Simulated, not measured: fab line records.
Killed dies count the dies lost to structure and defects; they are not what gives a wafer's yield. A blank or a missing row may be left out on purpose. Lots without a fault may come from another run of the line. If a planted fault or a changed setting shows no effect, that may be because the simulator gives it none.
fab line records | flow n5-finfet
[record] lots = 7 wafers = 39
route steps=1938 shown BEOL_M2@887 BEOL_M4@1021 BEOL_M8@1348 BEOL_M9@1446 BEOL_M13@1692
start-h: the number of hours between the record's first day and the start of the first shown wafer of the lot | wait-h: time in hours since the lot's previous step | " same as the row above | L1.1+2: a single row standing in for several wafers | - either no value or no given start | * or withheld: withheld | < > ~ a bound
route shown NAME@n: NAME is a module with steps in the file, n the number in the route of the first one | usual: mean/standard deviation of fault-free wafers | same: alike in all rows | chamber/n: place in a boat | sites: per-site readings | _std_site: the standard deviation of these | _edge_site: the outer-site mean with the inner-site mean subtracted | radius-mm: for every site, how far away it sits from the centre of the wafer | mask NAME#n: copy n | behind: tool/chamber where the wafer was last shaped | hold: why the lot went on hold/how many hours it stayed there/how the hold came to an end | device: which transistor (n, p or np) failed to switch | end of line: tests run on the same wafers once the route is complete | for a step that has no rows: nothing shown but its recipe | killed: the dies lost at the first sort to structure and to defects; this is not the yield of the wafer | map: a wafer's dies, marking killed ones x, the rest . and places with no die _
set.NAME: the setting the step ran with; set.NAME@STEP: the setting that earlier step ran with | model.NAME: the simulator's own value behind a step, which no gauge read
one table per step and one row per wafer, for lots whose settings were changed on purpose
[[steps]]
[step N5_BEOL_M2_VIA_ETCH_34]
[recipe] chemistry = C4F6/O2 target-depth-a = 694 mask-material = SOC pressure-mtorr = 15 ion-energy-ev = 250 taper-deg = 4 time-s = 65.9 source-w = 350 bias-w = 170 Ar_flow_sccm = 300 C4F6_flow_sccm = 10 O2_flow_sccm = 10
// columns lot.wafer tool chamber start-h wait-h set.target-depth-a model.etch.depth-nm model.SOC_of_BEOL_M2_COAT_67.thk-nm
L076.1 rie-diel-05 3 150.03 0.0 490.6 49.46 54.4
L076.2 " 1 " " 490.6 49.94 54.2
L076.3 " 2 " " 694 67.68 52.4
L076.4 " 0 " " 694 70.36 52
L076.5 " 0 " " 490.6 49.71 54.2
L076.6 " 3 " " 694 70.21 52
L078.1 rie-diel-05 1 159.15 0.0 694 69.83 51.8
L078.2 " 3 " " 484.8 48.95 54.6
L078.3 " 2 " " 484.8 47.72 54.4
L078.4 " 0 " " 694 70.02 52
L078.5 " 2 " " 484.8 47.18 54.6
L078.6 " 3 " " 694 70.13 52
L084.1 rie-diel-04 1 190.93 0.0 694 71.25 51.6
L084.2 " 3 " " 694 69.12 52
L084.6 " 2 " " 694 70 52
L087.1 rie-diel-04 0 218.49 0.0 694 70.08 51.8
L087.2 " 1 " " 694 70.58 51.6
L087.3 " 3 " " 694 68.13 52.2
L087.4 " 3 " " 694 68.58 52
L087.5 " 1 " " 694 71.56 51.6
L087.6 " 0 " " 694 70.06 51.8
L093.1 rie-diel-05 3 250.96 0.0 476.8 47.34 54.8
L093.2 " 1 " " 694 70.05 51.8
L093.3 " 0 " " 476.8 48.14 54.6
L093.4 " 2 " " 694 69.23 52
L093.5 " 0 " " 694 69.85 52
L093.6 " 3 " " 476.8 47.43 54.6
L097.1 rie-diel-04 1 278.15 0.0 1017 103.5 47.8
L097.2 " 0 " " 1017 103.3 47.8
L097.3 " 2 " " 694 70.87 51.8
L097.4 " 3 " " 694 69.05 52
L097.5 " 0 " " 1017 103.8 47.8
L097.6 " 3 " " 694 68.87 51.8
L096.1 rie-diel-02 3 281.12 0.0 694 70.03 51.6
L096.2 " 2 " " 694 69.29 51.8
L096.3 " 0 " " 1045 103.1 47.8
L096.4 " 1 " " 694 69.49 51.8
L096.5 " 1 " " 1045 104.4 47.6
L096.6 " 0 " " 1045 103.4 48
[step N5_BEOL_M4_ILD_DEP_00]
[recipe] material = SiOC target-thk-a = 790 temp-c = 350 precursor = DEMS/O2 pressure-torr = 5 rf-w = 500 time-s = 15.3
// columns lot.wafer tool chamber start-h wait-h set.target-thk-a model.SiOC_of_BEOL_M4_ILD_DEP_00.thk-nm
L076.1 pecvd-02 0 162.64 0.0 1114 110
L076.2 " 1 " " 790 78
L076.3 " 2 " " 790 79
L076.4 " 0 " " 790 79.6
L076.5 " 2 " " 1114 111.2
L076.6 " 1 " " 1114 112
L078.1 pecvd-03 1 172.19 0.0 790 79.8
L078.2 " 2 " " 790 80.2
L078.3 " 0 " " 608.1 61.2
L078.4 " 0 " " 608.1 62.4
L078.5 " 1 " " 608.1 62
L078.6 " 2 " " 790 81.2
L084.1 pecvd-02 2 204.94 0.0 790 78
L084.2 " 1 " " 790 77.6
L084.6 " 1 " " 790 78.8
L087.1 pecvd-01 0 237.17 0.0 790 79.4
L087.2 " 2 " " 569.4 56.2
L087.3 " 1 " " 790 79
L087.4 " 0 " " 569.4 58
L087.5 " 1 " " 569.4 57.6
L087.6 " 2 " " 790 79.8
L093.1 pecvd-03 1 266.23 0.0 790 78.4
L093.2 " 2 " " 589.2 59.2
L093.3 " 0 " " 589.2 57.6
L093.4 " 2 " " 790 80.4
L093.5 " 0 " " 790 79.4
L093.6 " 1 " " 589.2 58.6
L097.1+4 pecvd-03 2,0 303.60 0.0 790 79.6
L097.2 " 0 " " 790 77.2
L097.3 " 1 " " 790 79
L097.5 " 1 " " 790 78.8
L097.6 " 2 " " 790 80.4
L096.1 pecvd-03 1 309.91 0.0 790 77.6
L096.2 " 0 " " 1103 108.8
L096.3 " 2 " " 1103 110.2
L096.4 " 0 " " 790 79
L096.5 " 1 " " 790 80.4
L096.6 " 2 " " 1103 112.6
[step N5_BEOL_M4_THK_MEAS_01]
[recipe] reads = SiOC_of_BEOL_M4_ILD_DEP_00
[usual] M4_ILD_THK = 79.1/1.1
// columns lot.wafer tool chamber start-h wait-h set.target-thk-a@BEOL_M4_ILD_DEP_00 M4_ILD_THK[nm]
L076.1 film-metro-01 - 162.71 0.0 1114 110.0
L076.2 " - " " 790 78.0
L076.3 " - " " 790 79.0
L076.4 " - " " 790 79.6
L076.5 " - " " 1114 111.3
L076.6 " - " " 1114 112.1
L078.1 film-metro-02 - 172.25 0.0 790 79.9
L078.2 " - " " 790 80.2
L078.3 " - " " 608.1 61.2
L078.4 " - " " 608.1 62.5
L078.5 " - " " 608.1 62.1
L078.6 " - " " 790 81.2
L084.1 film-metro-01 - 205.00 0.0 790 78.0
L084.2 " - " " 790 77.6
L084.6 " - " " 790 78.8
L087.1 film-metro-02 - 237.24 0.0 790 79.4
L087.2 " - " " 569.4 56.2
L087.3 " - " " 790 79.1
L087.4 " - " " 569.4 58.1
L087.5 " - " " 569.4 57.7
L087.6 " - " " 790 79.8
L093.1 film-metro-02 - 266.30 0.0 790 78.5
L093.2 " - " " 589.2 59.2
L093.3 " - " " 589.2 57.5
L093.4 " - " " 790 80.5
L093.5 " - " " 790 79.4
L093.6 " - " " 589.2 58.7
L097.1 film-metro-02 - 303.66 0.0 790 79.6
L097.2 " - " " 790 77.3
L097.3 " - " " 790 79.0
L097.4 " - " " 790 79.6
L097.5 " - " " 790 78.7
L097.6 " - " " 790 80.5
L096.1 film-metro-01 - 309.98 0.1 790 77.6
L096.2 " - " " 1103 108.7
L096.3 " - " " 1103 110.2
L096.4 " - " " 790 79.2
L096.5 " - " " 790 80.3
L096.6 " - " " 1103 112.5
[step N5_BEOL_M8_DESCUM_16]
[recipe] chemistry = O2 time-s = 7.9 source-power-w = 50 bias-power-w = 20 pressure-mtorr = 20 rf-frequency-hz = 2.712e+07 temp-c = 40 resist = CAR-ArF o2-flow-sccm = 225
// columns lot.wafer tool chamber start-h wait-h set.time-s model.CAR-ArF_of_BEOL_M8_COAT_05.thk-nm
L076.1 rie-diel-02 1 208.03 0.1 7.9 83.4
L076.2 " 2 " " 12.55 80.8
L076.3+6 " 3,2 " " 12.55 80.4
L076.4+5 " 0,3 " " 7.9 83.2
L078.1+3+4 rie-diel-05 1,0,0 217.97 0.1 10.22 82.2
L078.2+5+6 " 3,1,3 " " 7.9 83.4
L084.1 rie-diel-05 3 255.18 0.2 7.9 83.8
L084.2 " 1 " " 7.9 83.6
L084.6 " 2 " " 7.9 83.2
L087.1+2 rie-diel-04 0,1 279.07 0.1 7.9 83.8
L087.3+4 " 3,2 " " 11.59 81.4
L087.5 " 0 " " 11.59 81.6
L087.6 " 3 " " 7.9 84
L093.1+6 rie-diel-04 1,0 309.71 0.1 7.9 83.2
L093.2 " 2 " " 7.9 83.4
L093.3+4 " 0,1 " " 5.878 84.8
L093.5 " 2 " " 5.878 84.4
L097.1 rie-diel-04 2 347.79 0.0 9.44 82.4
L097.2 " 0 " " 7.9 83.8
L097.3 " 2 " " 7.9 83.4
L097.4+6 " 0,2 " " 9.44 82.6
L097.5 " 0 " " 7.9 83.6
L096.1+4+6 rie-diel-05 2,2,0 356.47 0.1 7.9 83.6
L096.2+5 " 1 " " 4.871 85.4
L096.3 " 0 " " 4.871 85
[step N5_BEOL_M8_ETCH_61]
[recipe] chemistry = CF4 target = SiARC target-depth-a = 455 mask-material = CAR-ArF time-s = 75.8 ion-energy-ev = 80 pressure-mtorr = 40 source-w = 545 bias-w = 36 Ar_flow_sccm = 100 cf4-flow-sccm = 100 ends = cleared
// columns lot.wafer tool chamber start-h wait-h set.time-s@BEOL_M8_DESCUM_16 model.CAR-ArF_of_BEOL_M8_COAT_05.thk-nm
L076.1 rie-diel-02 1 208.06 0.0 7.9 50.8
L076.2 " 2 " " 12.55 48.2
L076.3 " 3 " " 12.55 47.8
L076.4+5 " 0,3 " " 7.9 50.6
L076.6 " 2 " " 12.55 48
L078.1 rie-diel-05 1 218.00 0.0 10.22 49.6
L078.2+5+6 " 3,1,3 " " 7.9 50.8
L078.3+4 " 0 " " 10.22 49.8
L084.1 rie-diel-05 3 255.22 0.0 7.9 51
L084.2 " 1 " " 7.9 50.8
L084.6 " 2 " " 7.9 50.4
L087.1 rie-diel-04 0 279.11 0.0 7.9 51.2
L087.2+6 " 1,3 " " 7.9 51.4
L087.3 " 3 " " 11.59 48.8
L087.4+5 " 2,0 " " 11.59 49
L093.1+2+6 rie-diel-04 1,2,0 309.75 0.0 7.9 50.6
L093.3 " 0 " " 5.878 52.2
L093.4 " 1 " " 5.878 52
L093.5 " 2 " " 5.878 51.8
L097.1+4+6 rie-diel-04 2,0,2 347.85 0.0 9.44 49.8
L097.2 " 0 " " 7.9 51.2
L097.3 " 2 " " 7.9 50.4
L097.5 " 0 " " 7.9 50.8
L096.1+6 rie-diel-05 2,0 356.50 0.0 7.9 51.2
L096.2+5 " 1 " " 4.871 52.8
L096.3 " 0 " " 4.871 52.6
L096.4 " 2 " " 7.9 51
[step N5_BEOL_M9_TRENCH_ETCH_37]
[recipe] chemistry = C4F6/O2 target-depth-a = 1514.3 target = SiCOH_lowk time-s = 49 ion-energy-ev = 250 pressure-mtorr = 30 source-w = 345 bias-w = 185 Ar_flow_sccm = 300 C4F6_flow_sccm = 10 O2_flow_sccm = 10
// columns lot.wafer tool chamber start-h wait-h set.time-s model.etch.depth-nm model.BEOL_M9.feature-depth-nm model.TiN_of_BEOL_M9_HM_DEP_02.thk-nm
L076.1 rie-diel-06 1 - - 36.35 109.2 109.2 17
L076.2 " 3 " " 49 152.2 152.2 15.8
L076.3 " 0 " " 49 148.6 148.6 16
L076.4 " 2 " " 36.35 113.8 113.8 16.8
L076.5 " 0 " " 49 149.5 149.4 16
L076.6 " 1 " " 36.35 110 110 17.2
L078.1 rie-diel-01 3 - - 71.38 215.1 215.2 14.2
L078.2 " 0 " " 49 155.3 155.2 15.8
L078.3 " 1 " " 49 149.9 150 15.8
L078.4 " 2 " " 71.38 228.7 228.6 14
L078.5 " 3 " " 71.38 215 215 14.6
L078.6 " 2 " " 49 156.5 156.6 15.6
L084.1 rie-diel-03 0 - - 49 154.9 154.8 16.4
L084.2 " 1 " " 49 148.5 148.4 16.2
L084.6 " 3 " " 49 150.8 150.8 16.6
L087.1 rie-diel-01 3 - - 49 145.9 145.8 16
L087.2 " 1 " " 49 148.9 148.8 15.8
L087.3 " 0 " " 60.51 189.8 189.8 14.8
L087.4 " 2 " " 49 153.2 153.2 16
L087.5 " 3 " " 60.51 179.4 179.4 15.2
L087.6 " 0 " " 60.51 190.5 190.4 15
L093.1 rie-diel-01 1 - - 49 152.3 152.4 15.8
L093.2 " 0 " " 21.99 69.31 69.4 18
L093.3 " 3 " " 21.99 65.89 65.8 18.6
L093.4 " 2 " " 21.99 69.22 69.2 18.2
L093.5 " 0 " " 49 155 155 16
L093.6 " 3 " " 49 148.7 148.6 15.8
L097.1 rie-diel-01 1 - - 49 150.5 150.6 15.6
L097.2 " 3 " " 49 144.7 144.8 15.6
L097.3 " 2 " " 40.57 128.3 128.4 16.6
L097.4 " 0 " " 49 155.2 155.2 15.4
L097.5 " 0 " " 40.57 127.2 127.2 16.2
L097.6 " 3 " " 40.57 120.6 120.6 16.4
L096.1 rie-diel-06 3 - - 26.74 82.84 82.8 17.8
L096.2 " 2 " " 26.74 83.51 83.6 17.2
L096.3 " 0 " " 49 147 147 15.4
L096.4 " 1 " " 49 152.3 152.4 15.2
L096.5 " 2 " " 49 153.3 153.4 15.4
L096.6 " 3 " " 26.74 82.5 82.4 17.6
[step N5_BEOL_M9_ETCH_41]
[recipe] chemistry = CH3F/O2 target = SiCN target-depth-a = 366 taper-deg = 2 time-s = 70.1 ion-energy-ev = 120 mask-material = TiN pressure-mtorr = 30 source-w = 395 bias-w = 75 Ar_flow_sccm = 150 CH3F_flow_sccm = 30 O2_flow_sccm = 20
[step N5_BEOL_M9_STRIP_80]
[recipe] chemistry = N2/H2 time-s = 10 power-w = 450 temp-c = 40 pressure-mtorr = 20 rf-frequency-hz = 6e+07 bias-power-w = 7 n2-flow-sccm = 200 h2-flow-sccm = 200
[step N5_BEOL_M9_OCD_MEAS_38]
[usual] trench-depth-nm = 151/3.2
// columns lot.wafer tool chamber start-h wait-h set.time-s@BEOL_M9_TRENCH_ETCH_37 trench-depth-nm
L076.1 ocd-02 - 218.47 - 36.35 109
L076.2 " - " " 49 153
L076.3 " - " " 49 148
L076.4 " - " " 36.35 114
L076.5 " - " " 49 150
L076.6 " - " " 36.35 109
L078.1 ocd-01 - 231.29 - 71.38 215
L078.2 " - " " 49 155
L078.3 " - " " 49 150
L078.4 " - " " 71.38 228
L078.5 " - " " 71.38 215
L078.6 " - " " 49 157
L084.1 ocd-01 - 270.22 - 49 155
L084.2 " - " " 49 149
L084.6 " - " " 49 151
L087.1 ocd-01 - 297.13 - 49 146
L087.2 " - " " 49 149
L087.3 " - " " 60.51 190
L087.4 " - " " 49 154
L087.5 " - " " 60.51 179
L087.6 " - " " 60.51 191
L093.1 ocd-01 - 323.79 - 49 152
L093.2 " - " " 21.99 70
L093.3 " - " " 21.99 66
L093.4 " - " " 21.99 70
L093.5 " - " " 49 155
L093.6 " - " " 49 148
L097.1 ocd-02 - 361.59 - 49 150
L097.2 " - " " 49 145
L097.3 " - " " 40.57 128
L097.4 " - " " 49 155
L097.5 " - " " 40.57 127
L097.6 " - " " 40.57 121
L096.1 ocd-02 - 371.03 - 26.74 83
L096.2 " - " " 26.74 84
L096.3 " - " " 49 147
L096.4 " - " " 49 153
L096.5 " - " " 49 153
L096.6 " - " " 26.74 82
[step N5_BEOL_M9_HM_STRIP_39]
[recipe] chemistry = peroxide-tin-strip material = TiN target-depth-a = 250 temp-c = 50 time-s = 158
[step N5_BEOL_M9_SRD_40]
[recipe] time-s = 30 temp-c = 23 rinse-liquid = diw dry = ipa-marangoni
[step N5_BEOL_M9_ECD_50]
[recipe] material = Cu target-thk-a = 3180
[step N5_BEOL_M9_ANNEAL_51]
[recipe] temp-c = 225 time-s = 90 ambient = N2
[step N5_BEOL_M9_CMP_52]
[recipe] stop-on = SiCOH_lowk t-overpolish-s = 7 down-force-psi = 1 platen-rpm = 50 clearing-platen-down-force-psi = 1.5 clearing-platen-rpm = 50 post-cmp-clean = cu-alkaline target-thk-nm = 140 clearing-platen-pad-velocity-m-s = 0.99484 pad-velocity-m-s = 0.99484
// columns lot.wafer tool chamber start-h wait-h set.time-s@BEOL_M9_TRENCH_ETCH_37 model.Cu_of_BEOL_M9_ECD_50.thk-nm
L076.1 cmp-04 0 220.47 0.3 36.35 98
L076.4 " 1 " " 36.35 102.2
L076.2 " 2 " " 49 140.6
L076.3 " 3 " " 49 136.4
L076.6 " 0 " " 36.35 98.6
L076.5 " 1 " " 49 138.2
L078.3 cmp-02 0 234.19 0.2 49 138.2
L078.4 " 1 " " 71.38 217.6
L078.2 " 2 " " 49 143.6
L078.1 " 3 " " 71.38 203.8
L078.6 " 0 " " 49 144.8
L078.5 " 1 " " 71.38 204.6
L084.1 cmp-01 2 272.19 0.3 49 140.6
L084.2 " 3 " " 49 135.8
L084.6 " 3 " " 49 138.8
L087.3 cmp-02 1 299.98 0.2 60.51 179
L087.1 " 2 " " 49 133.2
L087.4 " 3 " " 49 142.2
L087.2 " 0 " " 49 137.2
L087.5 " 1 " " 60.51 168.6
L087.6 " 2 " " 60.51 179.2
L093.3 cmp-01 2 326.10 0.2 21.99 53.2
L093.1 " 3 " " 49 139
L093.4 " 0 " " 21.99 55.8
L093.2 " 1 " " 21.99 57.6
L093.5 " 2 " " 49 141.2
L093.6 " 3 " " 49 136
L097.1 cmp-02 0 363.90 0.3 49 137.8
L097.2 " 1 " " 49 132.8
L097.4 " 2 " " 49 141.8
L097.3 " 3 " " 40.57 116.6
L097.5 " 0 " " 40.57 115.2
L097.6 " 1 " " 40.57 109
L096.2 cmp-04 2 373.72 0.2 26.74 73
L096.4 " 3 " " 49 140.6
L096.1 " 0 " " 26.74 71.4
L096.3 " 1 " " 49 136.4
L096.6 " 2 " " 26.74 70.6
L096.5 " 3 " " 49 141.2
[step N5_BEOL_M9_THK_MEAS_53]
[recipe] thk-meas-gauge = xrf reads = Cu_of_BEOL_M9_ECD_50
[usual] M9_THK = 141/3.6
// columns lot.wafer tool chamber start-h wait-h set.time-s@BEOL_M9_TRENCH_ETCH_37 M9_THK[nm]
L076.1 film-metro-01 - 220.77 - 36.35 99
L076.2 " - " " 49 142
L076.3 " - " " 49 138
L076.4 " - " " 36.35 103
L076.5 " - " " 49 140
L076.6 " - " " 36.35 100
L078.1 film-metro-02 - 234.49 - 71.38 207
L078.2 " - " " 49 145
L078.3 " - " " 49 140
L078.4 " - " " 71.38 220
L078.5 " - " " 71.38 207
L078.6 " - " " 49 146
L084.1 film-metro-01 - 272.49 - 49 142
L084.2 " - " " 49 137
L084.6 " - " " 49 140
L087.1 film-metro-01 - 300.28 - 49 136
L087.2 " - " " 49 140
L087.3 " - " " 60.51 183
L087.4 " - " " 49 145
L087.5 " - " " 60.51 172
L087.6 " - " " 60.51 183
L093.1 film-metro-01 - 326.39 - 49 141
L093.2 " - " " 21.99 58
L093.3 " - " " 21.99 54
L093.4 " - " " 21.99 56
L093.5 " - " " 49 143
L093.6 " - " " 49 137
L097.1 film-metro-02 - 364.20 - 49 139
L097.2 " - " " 49 134
L097.3 " - " " 40.57 118
L097.4 " - " " 49 143
L097.5 " - " " 40.57 116
L097.6 " - " " 40.57 110
L096.1 film-metro-02 - 374.02 - 26.74 72
L096.2 " - " " 26.74 74
L096.3 " - " " 49 139
L096.4 " - " " 49 143
L096.5 " - " " 49 143
L096.6 " - " " 26.74 72
[step N5_BEOL_M9_PRE_CLEAN_55]
[recipe] gas = NH3 time-s = 15 temp-c = withheld rf-power-w = 300
[step N5_BEOL_M9_DEP_56]
[recipe] material = SiCN target-thk-a = 150 temp-c = withheld precursor = 3MS/NH3 pressure-torr = 3 rf-w = 202 time-s = 26.5
[step N5_BEOL_M9_RS_MEAS_57]
[recipe] thk-meas-gauge = four-point-probe reads = Cu_of_BEOL_M9_ECD_50+Co_of_BEOL_M9_CVD_78+TaN_of_BEOL_M9_ALD_74
[usual] M9_RS = 0.152/0.0041
// columns lot.wafer tool chamber start-h wait-h set.time-s@BEOL_M9_TRENCH_ETCH_37 M9_RS[ohm/sq]
L076.1 film-metro-01 - 220.90 0.1 36.35 0.226
L076.2 " - " " 49 0.151
L076.3 " - " " 49 0.155
L076.4 " - " " 36.35 0.215
L076.5 " - " " 49 0.153
L076.6 " - " " 36.35 0.223
L078.1 film-metro-02 - 234.62 0.1 71.38 0.100
L078.2 " - " " 49 0.147
L078.3 " - " " 49 0.153
L078.4 " - " " 71.38 0.094
L078.5 " - " " 71.38 0.100
L078.6 " - " " 49 0.145
L084.1 film-metro-02 - 272.62 0.1 49 0.150
L084.2 " - " " 49 0.156
L084.6 " - " " 49 0.152
L087.1 film-metro-02 - 300.41 0.1 49 0.160
L087.2 " - " " 49 0.154
L087.3 " - " " 60.51 0.115
L087.4 " - " " 49 0.148
L087.5 " - " " 60.51 0.124
L087.6 " - " " 60.51 0.115
L093.1 film-metro-02 - 326.53 0.1 49 0.152
L093.2 " - " " 21.99 0.424
L093.3 " - " " 21.99 0.468
L093.4 " - " " 21.99 0.439
L093.5 " - " " 49 0.149
L093.6 " - " " 49 0.156
L097.1 film-metro-02 - 364.33 0.1 49 0.153
L097.2 " - " " 49 0.160
L097.3 " - " " 40.57 0.185
L097.4 " - " " 49 0.149
L097.5 " - " " 40.57 0.187
L097.6 " - " " 40.57 0.199
L096.1 film-metro-01 - 374.15 0.1 26.74 0.326
L096.2 " - " " 26.74 0.318
L096.3 " - " " 49 0.155
L096.4 " - " " 49 0.150
L096.5 " - " " 49 0.149
L096.6 " - " " 26.74 0.331
[step N5_BEOL_M13_DESCUM_33]
[recipe] chemistry = O2 time-s = 7.9 source-power-w = 50 bias-power-w = 20 pressure-mtorr = 20 rf-frequency-hz = 2.712e+07 temp-c = 40 o2-flow-sccm = 225
// columns lot.wafer tool chamber start-h wait-h set.time-s model.coat_of_BEOL_M13_COAT_22.thk-nm
L076.1 rie-diel-03 0 247.23 0.4 7.9 282.2
L076.2+3+4 " 1,3,2 " " 7.9 282.8
L076.5 " 3 " " 7.9 282
L076.6 " 2 " " 7.9 282.6
L078.1 rie-diel-06 2 264.16 0.0 11.38 279.6
L078.2 " 1 " " 7.9 282.6
L078.3+5 " 0,3 " " 7.9 282.8
L078.4 " 3 " " 11.38 281.2
L078.6 " 0 " " 11.38 280.2
L084.1 rie-diel-06 2 305.52 0.0 7.9 283.6
L084.2 " 1 " " 7.9 285.4
L084.6 " 1 " " 7.9 284.4
L087.1 rie-diel-03 3 323.36 0.0 12.57 279.4
L087.2+6 " 0,3 " " 7.9 281.4
L087.3 " 2 " " 12.57 278.6
L087.4 " 0 " " 12.57 278.8
L087.5 " 2 " " 7.9 280.8
L093.1+3 rie-diel-03 1,3 349.51 0.0 12.13 283.2
L093.2 " 2 " " 7.9 285
L093.4 " 0 " " 12.13 283
L093.5 " 2 " " 7.9 284.2
L093.6 " 3 " " 7.9 284.6
L097.1 rie-diel-06 1 389.85 0.1 6.245 285
L097.2 " 0 " " 7.9 283.8
L097.3 " 3 " " 6.245 284.2
L097.4 " 2 " " 7.9 284.6
L097.5 " 2 " " 6.245 284.4
L097.6 " 1 " " 7.9 283.6
L096.1 rie-diel-06 3 400.99 0.0 7.9 282.4
L096.2 " 0 " " 4.889 283.2
L096.3 " 2 " " 7.9 282.6
L096.4 " 1 " " 4.889 284.6
L096.5 " 0 " " 4.889 284.4
L096.6 " 1 " " 7.9 282.2
[[key]]
[split] step = N5_BEOL_M2_VIA_ETCH_34 setting = target-depth-a stated = 694 by = wafer
[response] step = N5_BEOL_M2_VIA_ETCH_34 reading = model.etch.depth-nm change = +0.701 per = 1% r = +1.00
[response] step = N5_BEOL_M2_VIA_ETCH_34 reading = model.SOC_of_BEOL_M2_COAT_67.thk-nm change = -0.0823 per = 1% r = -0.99
[split] step = N5_BEOL_M4_ILD_DEP_00 setting = target-thk-a stated = 790 by = wafer
[response] step = N5_BEOL_M4_ILD_DEP_00 reading = model.SiOC_of_BEOL_M4_ILD_DEP_00.thk-nm change = +0.796 per = 1% r = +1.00
[response] step = N5_BEOL_M4_THK_MEAS_01 reading = M4_ILD_THK change = +0.796 per = 1% r = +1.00
[split] step = N5_BEOL_M8_DESCUM_16 setting = time-s stated = 7.9 by = wafer
[response] step = N5_BEOL_M8_DESCUM_16 reading = model.CAR-ArF_of_BEOL_M8_COAT_05.thk-nm change = -0.0476 per = 1% r = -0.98
[response] step = N5_BEOL_M8_ETCH_61 reading = model.CAR-ArF_of_BEOL_M8_COAT_05.thk-nm change = -0.0463 per = 1% r = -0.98
[split] step = N5_BEOL_M9_TRENCH_ETCH_37 setting = time-s stated = 49 by = wafer
[response] step = N5_BEOL_M9_TRENCH_ETCH_37 reading = model.etch.depth-nm change = +1.5 per = 1% r = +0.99
[response] step = N5_BEOL_M9_TRENCH_ETCH_37 reading = model.BEOL_M9.feature-depth-nm change = +1.5 per = 1% r = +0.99
[response] step = N5_BEOL_M9_TRENCH_ETCH_37 reading = model.TiN_of_BEOL_M9_HM_DEP_02.thk-nm change = -0.0418 per = 1% r = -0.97
[response] step = N5_BEOL_M9_OCD_MEAS_38 reading = trench-depth-nm change = +1.49 per = 1% r = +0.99
[response] step = N5_BEOL_M9_CMP_52 reading = model.Cu_of_BEOL_M9_ECD_50.thk-nm change = +1.49 per = 1% r = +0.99
[response] step = N5_BEOL_M9_THK_MEAS_53 reading = M9_THK change = +1.52 per = 1% r = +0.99
[response] step = N5_BEOL_M9_RS_MEAS_57 reading = M9_RS change = -0.00338 per = 1% r = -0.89
[split] step = N5_BEOL_M13_DESCUM_33 setting = time-s stated = 7.9 by = wafer
[response] step = N5_BEOL_M13_DESCUM_33 reading = model.coat_of_BEOL_M13_COAT_22.thk-nm change = -0.0385 per = 1% r = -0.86
